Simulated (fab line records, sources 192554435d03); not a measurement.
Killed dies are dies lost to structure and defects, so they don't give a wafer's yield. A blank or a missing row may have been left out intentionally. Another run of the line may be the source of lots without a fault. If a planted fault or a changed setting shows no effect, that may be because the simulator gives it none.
fab line records -- flow n5Finfet
record lots=10, wafers=30, lastDay=18
route steps=1938 shown BEOL_M10@1504
lots untouched by any fault: they come from a run of this same line in which no faults occurred
startH: the number of hours between the record's first day and the start of the first shown wafer of the lot -- waitH: hours from the lot's prior step to this one -- " same as the row above -- L1.1+2: several wafers, shown together as one row -- - no value, or no start was given -- * or withheld: withheld -- < > ~ a bound
route shown NAME@n: names a module that has steps shown in the file, with the first one's number in the route -- usual: mean and standard deviation over wafers with no fault -- same: alike in all rows -- chamber/n: place in a boat -- sites: readings site by site -- _std_site: the values' standard deviation -- _edge_site: mean of outer sites minus mean of inner sites -- radiusMm: for every site, how far away it sits from the centre of the wafer -- mask NAME#n: copy n -- behind: the last tool/chamber to shape the wafer -- hold: what put the lot on hold/how long, in hours/how the hold closed -- device: the n, p or np transistor that did not switch -- end of line: the route-end tests of the same wafers -- where a step has no rows: the recipe by itself -- killed: dies lost to structure and defects at the first sort, not the wafer's yield -- map: a wafer's dies, x killed, . not, _ none there
set.NAME: the run value of the setting; set.NAME@STEP: its run value at that earlier step -- model.NAME: the simulator's own value behind a step, which no gauge read
a sample of lots followed through the steps of the route, with each step as a table and each wafer as a row
services: the hour from which a tool's chamber was out of use, counted from the record's first day as startH (under 0 if before that day), plus the number of hours and why
## steps
# step N5_BEOL_M10_INSPECT_30
# recipe mode=adi, inspectInstrument=brightfield
# usual rawDefectCount=396/91
lot.wafer,tool,chamber,startH,waitH,rawDefectCount
L968.1,defectInspect-01,-,240.78,0.0,349
L968.4,defectInspect-01,-,240.78,0.0,593
L968.6,defectInspect-01,-,240.78,0.0,477
L969.3,defectInspect-02,-,249.18,0.0,468
L969.5,defectInspect-02,-,249.18,0.0,511
L969.6,defectInspect-02,-,249.18,0.0,534
L971.1,defectInspect-01,-,254.39,0.0,303
L971.3,defectInspect-01,-,254.39,0.0,444
L971.4,defectInspect-01,-,254.39,0.0,324
L975.4,defectInspect-02,-,274.03,0.0,369
L975.5,defectInspect-02,-,274.03,0.0,415
L975.6,defectInspect-02,-,274.03,0.0,339
L972.1,defectInspect-01,-,274.45,0.0,373
L972.3,defectInspect-01,-,274.45,0.0,390
L972.4,defectInspect-01,-,274.45,0.0,361
L974.3,defectInspect-02,-,281.91,0.0,453
L974.5,defectInspect-02,-,281.91,0.0,381
L974.6,defectInspect-02,-,281.91,0.0,497
L980.1,defectInspect-01,-,299.58,0.0,409
L980.3,defectInspect-01,-,299.58,0.0,384
L980.6,defectInspect-01,-,299.58,0.0,386
L984.3,defectInspect-01,-,340.20,0.0,506
L984.5,defectInspect-01,-,340.20,0.0,266
L984.6,defectInspect-01,-,340.20,0.0,432
L986.2,defectInspect-02,-,340.37,0.0,560
L986.3,defectInspect-02,-,340.37,0.0,574
L986.5,defectInspect-02,-,340.37,0.0,610
L990.2,defectInspect-02,-,384.47,0.0,299
L990.3,defectInspect-02,-,384.47,0.0,347
L990.5,defectInspect-02,-,384.47,0.0,229
# step N5_BEOL_M10_DESCUM_33
# recipe chemistry=O2, timeS=7.9, sourcePowerW=50, biasPowerW=20, pressureMtorr=20, rfFrequencyHz=2.712e+07, tempC=40, resist=CAR-ArF, o2FlowSccm=225
# usual drypumpMotorCurrentA=5.7/0.51, oesProductAu=0.82/0.093, rfVppV=243.1/1.4, showerheadPlenumPTorr=2.08/0.063, throttleValvePct=20.33/0.26
lot.wafer,tool,chamber,startH,waitH,drypumpMotorCurrentA,oesProductAu,rfHoursCounterH,rfVppV,showerheadPlenumPTorr,throttleValvePct
L968.1,rieDiel-05,2,240.82,0.0,5.5,0.96,7,243.4,2.14,20.03
L968.4,rieDiel-05,0,240.82,0.0,6.1,0.86,-,240.8,2.05,20.18
L968.6,rieDiel-05,2,240.82,0.0,5.5,0.96,-,244.5,2.14,20.03
L969.3,rieDiel-06,1,249.21,0.0,4.9,0.73,183,241.8,2.01,20.89
L969.5,rieDiel-06,3,249.21,0.0,5.4,0.66,-,242.7,1.96,20.56
L969.6,rieDiel-06,0,249.21,0.0,5.6,0.75,-,241.8,2.08,20.44
L971.1,rieDiel-05,3,254.73,0.3,6.1,0.70,230,242.3,2.13,20.70
L971.3,rieDiel-05,1,254.73,0.3,5.8,0.98,4,241.2,2.06,20.14
L971.4,rieDiel-05,1,254.73,0.3,5.8,0.97,-,243.3,2.05,20.14
L975.4,rieDiel-05,1,274.06,0.0,5.7,0.95,11,242.1,2.05,20.12
L975.5,rieDiel-05,2,274.06,0.0,5.5,0.92,-,243.8,2.14,20.05
L975.6,rieDiel-05,1,274.06,0.0,5.8,0.95,-,242.9,2.05,20.15
L972.1,rieDiel-06,0,274.83,0.4,5.6,0.75,193,242.3,2.08,20.44
L972.3,rieDiel-06,2,274.83,0.4,6.6,0.94,25,244.5,2.22,20.10
L972.4,rieDiel-06,1,274.83,0.4,4.9,0.73,194,242.1,2.00,20.90
L974.3,rieDiel-05,0,281.95,0.0,6.1,0.85,72,242.4,2.04,20.17
L974.5,rieDiel-05,1,281.95,0.0,5.8,0.96,-,241.1,2.05,20.16
L974.6,rieDiel-05,0,281.95,0.0,6.1,0.84,-,243.8,2.04,20.17
L980.1,rieDiel-05,0,299.62,0.0,6.1,0.84,78,241.9,2.04,20.18
L980.3,rieDiel-05,3,299.62,0.0,6.1,0.69,245,242.5,2.13,20.73
L980.6,rieDiel-05,0,299.62,0.0,6.1,0.84,-,243.1,2.04,20.20
L984.3,rieDiel-06,2,340.24,0.0,6.6,0.91,46,246.0,2.21,20.14
L984.5,rieDiel-06,3,340.24,0.0,5.4,0.88,-,246.8,2.21,20.37
L984.6,rieDiel-06,0,340.24,0.0,5.6,0.73,-,244.6,2.07,20.48
L986.2,rieDiel-05,2,340.40,0.0,5.5,0.88,47,244.7,2.13,20.08
L986.3,rieDiel-05,0,340.40,0.0,6.1,0.80,97,242.1,2.04,20.22
L986.5,rieDiel-05,0,340.40,0.0,6.1,0.82,-,241.5,2.03,20.21
L990.2,rieDiel-05,3,385.13,0.7,6.1,0.93,14,244.5,2.12,20.42
L990.3,rieDiel-05,1,385.13,0.7,5.8,0.87,53,242.5,2.04,20.22
L990.5,rieDiel-05,2,385.13,0.7,5.5,0.84,-,242.9,2.12,20.13
# step N5_BEOL_M10_STRIP_77
# recipe chemistry=N2/H2, timeS=10, powerW=450, tempC=40, pressureMtorr=20, rfFrequencyHz=6e+07, biasPowerW=7, n2FlowSccm=200, h2FlowSccm=200
# usual drypumpMotorCurrentA=5.7/0.51, oesProductAu=0.82/0.092, rfVppV=59.1/0.89, showerheadPlenumPTorr=2.53/0.085, throttleValvePct=23.6/0.3
lot.wafer,tool,chamber,startH,waitH,drypumpMotorCurrentA,oesProductAu,rfHoursCounterH,rfVppV,showerheadPlenumPTorr,throttleValvePct
L968.1,rieDiel-05,2,-,-,5.5,0.96,7,59.4,2.61,23.6
L968.4,rieDiel-05,0,-,-,6.1,0.86,-,58.9,2.47,23.4
L968.6,rieDiel-05,2,-,-,5.6,0.95,-,58.4,2.61,23.5
L969.3,rieDiel-06,1,-,-,4.9,0.75,183,59.3,2.43,23.9
L969.5,rieDiel-06,3,-,-,5.5,0.67,-,59.3,2.42,24.3
L969.6,rieDiel-06,0,-,-,5.6,0.75,-,58.1,2.52,23.5
L971.1,rieDiel-05,3,-,-,6.1,0.69,230,59.0,2.61,23.9
L971.3,rieDiel-05,1,-,-,5.8,0.99,4,59.4,2.49,23.3
L971.4,rieDiel-05,1,-,-,5.8,0.99,-,60.7,2.49,23.3
L975.4,rieDiel-05,1,-,-,5.8,0.96,11,58.1,2.48,23.3
L975.5,rieDiel-05,2,-,-,5.5,0.92,-,58.7,2.60,23.6
L975.6,rieDiel-05,1,-,-,5.8,0.96,-,59.3,2.48,23.3
L972.1,rieDiel-06,0,-,-,5.6,0.74,194,59.5,2.52,23.5
L972.3,rieDiel-06,2,-,-,6.6,0.95,25,60.1,2.71,23.5
L972.4,rieDiel-06,1,-,-,4.9,0.73,194,56.9,2.42,23.8
L974.3,rieDiel-05,0,-,-,6.1,0.84,72,61.5,2.47,23.4
L974.5,rieDiel-05,1,-,-,5.8,0.95,-,58.0,2.48,23.3
L974.6,rieDiel-05,0,-,-,6.1,0.85,-,58.9,2.47,23.4
L980.1,rieDiel-05,0,-,-,6.1,0.83,78,60.0,2.46,23.4
L980.3,rieDiel-05,3,-,-,6.1,0.68,245,58.4,2.60,23.9
L980.6,rieDiel-05,0,-,-,6.1,0.83,-,58.5,2.46,23.4
L984.3,rieDiel-06,2,-,-,6.6,0.91,46,58.0,2.70,23.6
L984.5,rieDiel-06,3,-,-,5.4,0.88,-,60.3,2.73,24.3
L984.6,rieDiel-06,0,-,-,5.6,0.73,-,57.6,2.51,23.5
L986.2,rieDiel-05,2,-,-,5.5,0.87,47,58.4,2.59,23.6
L986.3,rieDiel-05,0,-,-,6.1,0.81,97,58.6,2.46,23.4
L986.5,rieDiel-05,0,-,-,6.1,0.81,-,59.7,2.46,23.4
L990.2,rieDiel-05,3,-,-,6.1,0.92,14,58.0,2.59,23.7
L990.3,rieDiel-05,1,-,-,5.7,0.87,53,59.2,2.47,23.3
L990.5,rieDiel-05,2,-,-,5.5,0.84,-,58.8,2.58,23.6
# step N5_BEOL_M10_CVD_75
# recipe material=Co, targetThkA=20, tempC=withheld, precursor=CCTBA/H2, pressureTorr=30, timeS=138.9
# usual chamberPressureTorr=29.99/0.068
lot.wafer,tool,chamber,startH,waitH,chamberPressureTorr
L968.1,cvdCo-02,0,242.28,0.0,29.96
L968.4,cvdCo-02,2,242.28,0.0,30.01
L968.6,cvdCo-02,1,242.28,0.0,30.02
L969.3,cvdCo-02,1,251.06,0.0,30.04
L969.5,cvdCo-02,0,251.06,0.0,30.06
L969.6,cvdCo-02,2,251.06,0.0,29.91
L971.1,cvdCo-02,0,260.43,0.1,29.89
L971.3,cvdCo-02,2,260.43,0.1,29.97
L971.4,cvdCo-02,1,260.43,0.1,29.93
L975.4,cvdCo-02,1,275.83,0.2,30.08
L975.5,cvdCo-02,0,275.83,0.2,29.93
L975.6,cvdCo-02,2,275.83,0.2,29.95
L975.4,cvdCo-02,1,276.18,0.3,30.04
L975.5,cvdCo-02,0,276.18,0.3,29.95
L975.6,cvdCo-02,2,276.18,0.3,30.00
L972.1,cvdCo-02,0,276.49,0.0,30.03
L972.3,cvdCo-02,1,276.49,0.0,29.95
L972.4,cvdCo-02,2,276.49,0.0,29.92
L974.3,cvdCo-01,2,283.48,0.0,30.05
L974.5,cvdCo-01,1,283.48,0.0,29.93
L974.6,cvdCo-01,2,283.48,0.0,29.96
L974.3,cvdCo-01,2,283.76,0.2,29.96
L974.5,cvdCo-01,1,283.76,0.2,30.10
L974.6,cvdCo-01,2,283.76,0.2,29.93
L980.1,cvdCo-02,0,301.59,0.1,30.06
L980.3,cvdCo-02,2,301.59,0.1,29.98
L980.6,cvdCo-02,1,301.59,0.1,30.01
L980.1,cvdCo-02,0,301.87,0.2,30.11
L980.3,cvdCo-02,2,301.87,0.2,30.01
L980.6,cvdCo-02,1,301.87,0.2,29.97
L984.3,cvdCo-02,2,341.94,0.1,29.91
L984.5,cvdCo-02,2,341.94,0.1,29.90
L984.6,cvdCo-02,0,341.94,0.1,29.95
L986.2,cvdCo-02,0,342.20,0.2,29.90
L986.3,cvdCo-02,0,342.20,0.2,29.93
L986.5,cvdCo-02,0,342.20,0.2,30.02
L990.2,cvdCo-02,1,387.47,0.3,29.99
L990.3,cvdCo-02,0,387.47,0.3,30.02
L990.5,cvdCo-02,0,387.47,0.3,30.07
# step N5_BEOL_M10_CMP_52
# recipe stopOn=SiCOH_lowk, tOverpolishS=7, downForcePsi=1, platenRpm=50, clearingPlatenDownForcePsi=1.5, clearingPlatenRpm=50, postCmpClean=cuAlkaline, targetThkNm=140, clearingPlatenPadVelocityMS=0.99484, padVelocityMS=0.99484
# usual barrierFieldEndpointS=28.9/0.68, clearingPlatenDownForcePsi=1.4996/0.0027, motorCurrentA=5.9/0.69, overpolishRunS=7.001/0.0088, platenRpm=50.00/0.033, retainingRingPressureFrac=1.001/0.0055, timeToEndpointS=66.7/2.9
# same tOverpolishS=7
lot.wafer,tool,chamber,startH,waitH,barrierFieldEndpointS,clearingPlatenDownForcePsi,motorCurrentA,overpolishRunS,platenRpm,retainingRingPressureFrac,timeToEndpointS
L968.4,cmp-01,0,243.04,0.1,30.1,1.4971,5.3,6.995,50.01,0.998,70.3
L968.1,cmp-01,3,243.04,0.1,28.2,1.4997,6.6,7.013,50.03,0.997,65.8
L968.6,cmp-01,0,243.04,0.1,29.0,1.4999,5.7,6.999,50.04,0.997,69.5
L969.3,cmp-02,0,251.85,0.3,29.3,1.5005,5.8,6.997,49.98,1.001,66.4
L969.6,cmp-02,1,251.85,0.3,29.5,1.4937,4.8,6.992,49.99,1.004,68.1
L969.5,cmp-02,2,251.85,0.3,28.3,1.5030,5.6,7.022,49.99,1.012,64.5
L971.4,cmp-01,1,261.26,0.1,29.1,1.5028,6.5,6.986,49.99,0.998,63.3
L971.3,cmp-01,2,261.26,0.1,28.6,1.5036,7.3,7.009,49.97,0.996,64.9
L971.1,cmp-01,3,261.26,0.1,28.7,1.4979,6.8,6.999,50.01,1.000,63.6
L975.4,cmp-02,0,277.12,0.4,32.5,1.5033,5.9,7.018,49.98,1.004,72.4
L975.6,cmp-02,2,277.12,0.4,31.1,1.4996,5.4,7.002,50.02,1.007,66.1
L975.5,cmp-02,3,277.12,0.4,32.6,1.4998,5.3,7.003,50.04,1.003,72.8
L972.3,cmp-03,2,278.26,0.2,30.1,1.5020,5.6,6.992,50.02,1.009,68.9
L972.1,cmp-03,3,278.26,0.2,28.9,1.5000,5.2,7.017,50.02,1.003,61.2
L972.4,cmp-03,0,278.26,0.2,29.4,1.4962,6.9,7.011,50.07,0.998,67.0
L974.3,cmp-01,0,284.58,0.3,31.2,1.5011,5.8,7.015,50.02,1.003,67.2
L974.6,cmp-01,1,284.58,0.3,31.4,1.4958,6.6,6.988,50.03,0.990,65.8
L974.5,cmp-01,2,284.58,0.3,32.0,1.5032,7.2,6.998,49.98,0.994,66.8
L980.3,cmp-01,0,302.59,0.2,31.5,1.4989,5.4,6.997,49.99,0.995,67.8
L980.1,cmp-01,2,302.59,0.2,31.1,1.4991,6.9,7.002,49.93,0.995,67.2
L980.6,cmp-01,0,302.59,0.2,30.7,1.5019,5.7,6.991,49.97,1.004,67.1
L984.3,cmp-02,3,342.92,0.3,29.9,1.5021,5.2,7.010,50.01,1.001,67.8
L984.5,cmp-02,3,342.92,0.3,30.0,1.4948,5.4,6.997,50.01,1.011,68.5
L984.6,cmp-02,0,342.92,0.3,29.9,1.5048,6.0,6.999,49.96,1.007,69.5
L986.3,cmp-02,3,343.57,0.2,28.5,1.5008,5.2,6.998,49.97,1.003,68.1
L986.2,cmp-02,0,343.57,0.2,28.6,1.4980,5.5,6.991,50.01,1.005,68.5
L986.5,cmp-02,2,343.57,0.2,28.4,1.4990,5.5,6.983,50.01,1.006,64.2
L990.2,cmp-03,0,388.42,0.4,29.4,1.5005,7.1,7.005,50.03,1.001,74.6
L990.3,cmp-03,1,388.42,0.4,30.0,1.5001,5.6,7.012,50.04,1.001,69.3
L990.5,cmp-03,0,388.42,0.4,29.5,1.5029,7.0,7.014,50.08,1.002,72.6
## services
tool,chamber,startH,hours,kind
rieDiel-05,1,219.55,-,clean
rieDiel-05,1,219.55,-,consumableReplace:focusRing
rieDiel-05,1,219.55,26.5,scheduledDown
rieDiel-05,1,219.55,26.5,ventCycle
rieDiel-05,-,220.37,0.1,repair
cmp-01,-,240.40,0.8,repair
cmp-03,-,240.84,7.0,pm
rieDiel-05,-,242.12,2.8,pm
rieDiel-05,0,249.32,13.7,repair
cmp-01,-,262.66,2.6,repair
cvdCo-02,-,265.01,0.8,repair
cmp-01,-,269.90,1.7,repair
cvdCo-01,0,277.40,5.5,repair
cmp-03,-,279.49,4.0,pm
rieDiel-05,3,319.94,-,clean
rieDiel-05,3,319.94,-,consumableReplace:focusRing
rieDiel-05,3,319.94,23.7,scheduledDown
rieDiel-06,-,323.83,2.8,pm
cmp-01,-,351.43,0.8,repair
rieDiel-06,1,353.19,3.7,repair
cvdCo-01,1,365.86,10.9,repair
cmp-03,-,370.38,0.9,repair
cmp-03,-,380.94,1.7,repair
cmp-02,-,388.37,6.2,pm
## key
firstSign step=N5_BEOL_M10_CVD_75, reading=visit, direction=added
effect step=N5_BEOL_M10_CMP_52, reading=barrierFieldEndpointS, direction=up, sigmas=3.9, usual=28.9, struck=31.6
metAt N5_BEOL_M10_CVD_75
struckLots L974,L975,L980
notActingAt N5_BEOL_M10_INSPECT_30,N5_BEOL_M10_DESCUM_33,N5_BEOL_M10_STRIP_77
fault kind=repeatedStepWhole, tool=cvdCo-01,cvdCo-02, chamber=-, onsetH=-, steps=N5_BEOL_M10_CVD_75, times=1, scope=struckLotsOnly
